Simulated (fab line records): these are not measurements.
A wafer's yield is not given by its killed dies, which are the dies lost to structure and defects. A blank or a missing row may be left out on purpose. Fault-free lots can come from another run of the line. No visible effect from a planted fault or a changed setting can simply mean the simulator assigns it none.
Struck lot and sound lot, side by side ; flow nand-harc ; 15 out of 1302 route steps
Sound: the wafers L993.3, L993.5, L993.6. Wafers L100.1, L100.2, L100.5 were the ones struck. The cause is given at the end.
For every step that has rows: the tool of each side, followed by ch and its chambers, followed by its first start. Under that, the readings that differ: sound wafers ; struck wafers ; difference of the means ; sigmas: that difference in standard deviations of wafers without a fault.
alike: a reading whose means differ by less than 2 such deviations, as well as words and numbers matching on both sides. not compared: withheld readings; readings where some wafer has no value; bounds like >300 that might hide an equal value; numbers whose values overlap and for which the record gives no deviation.
The two part at a step that has a row with sigmas, a row that says differs or no value, or rows on one side only. When numbers do not overlap yet have no deviation, they are printed without sigmas and do not part them. A reading missing from all wafers of one side parts the sides only when that side holds two or more wafers.

first, 8 steps without rows for these wafers: NHARC_A_M0_HMDS_02 (time 30 s); NHARC_A_M0_COAT_33 (time 65 s); NHARC_A_M0_COAT_03 (resist thk 90 nm); NHARC_A_M0_SOFTBAKE_04 (time 55 s); NHARC_A_M0_EBR_05; NHARC_A_M0_EXPOSE_06 (exposes mask A M0, target cd 80 nm); NHARC_A_M0_PEB_07 (peb time 65 s); NHARC_A_M0_DEVELOP_08 (develop time 35 s).
NHARC_A_M0_CD_MEAS_09: target cd 80 nm.
  sound on cd-sem-02 ch 0, day 22 04:29; struck on cd-sem-01 ch 0, day 25 17:08
reading;sound;struck;difference;sigmas
cd-nm (nm);79.5 80.1 80.5;81.7 81.3 82.5;+1.8;+2
NHARC_A_M0_OVL_MEAS_10: pitch 160 nm.
  struck on overlay-02, day 25 17:13; sound on overlay-01, day 22 04:35
  alike: overlay-x-nm, overlay-y-nm
NHARC_A_M0_INSPECT_11:
  struck on defect-inspect-02, day 25 17:16; sound on defect-inspect-01, day 22 04:37
  alike: raw-defect-count
NHARC_A_M0_DESCUM_14: chemistry O2, time 3 s.
  sound on rie-diel-11 ch 0,1, day 22 04:41; struck on rie-diel-11 ch 0,2,3, day 25 17:19
  alike: chamber-pressure-mTorr, drypump-motor-current-A, o2-flow-sccm, oes-product-au, rf-vpp-V, showerhead-plenum-p-Torr, throttle-valve-pct
  not compared: rf-hours-counter-h
NHARC_A_M0_ETCH_34: etches the open film in N2/H2, target depth 40 nm, overetch 12 nm, time 43.94 s.
  sound on rie-diel-11 ch 1,2, day 22 04:46; struck on rie-diel-11 ch 1,3, day 25 17:24
reading;sound;struck;difference;sigmas
oes-product-au (a.u.);1.000 1.001 0.987;0.863 0.868 0.881;-0.125;-13
  alike: chamber-pressure-mTorr, drypump-motor-current-A, rf-fwd-power-W, rf-vpp-V, showerhead-plenum-p-Torr, throttle-valve-pct
  not compared: rf-hours-counter-h
NHARC_A_M0_ETCH_15: etches the open film in C4F8/Ar, target depth 150 nm, overetch 15 nm, time 82.5 s.
  sound: rie-diel-11 ch 0,1,2; struck: rie-diel-11 ch 0,3
  alike: chamber-pressure-mTorr, oes-product-au, rf-fwd-power-W, rf-vpp-V
  not compared: rf-hours-counter-h
NHARC_END_SORT_01:
  sound on prober-01 ch 0, day 23 20:47; struck on prober-02 ch 0, day 27 09:19
  alike: defect-limited-yield, killed-at-array, killed-at-other, killed-at-periphery, killed-dies, killed-open, killed-short

== WHERE THEY PART ==
Last at NHARC_A_M0_ETCH_34 as far as this record goes, first at NHARC_A_M0_CD_MEAS_09. Later steps at which nothing parts them and some readings are alike: NHARC_A_M0_ETCH_15, NHARC_END_SORT_01.

WHY: what the simulator had put in
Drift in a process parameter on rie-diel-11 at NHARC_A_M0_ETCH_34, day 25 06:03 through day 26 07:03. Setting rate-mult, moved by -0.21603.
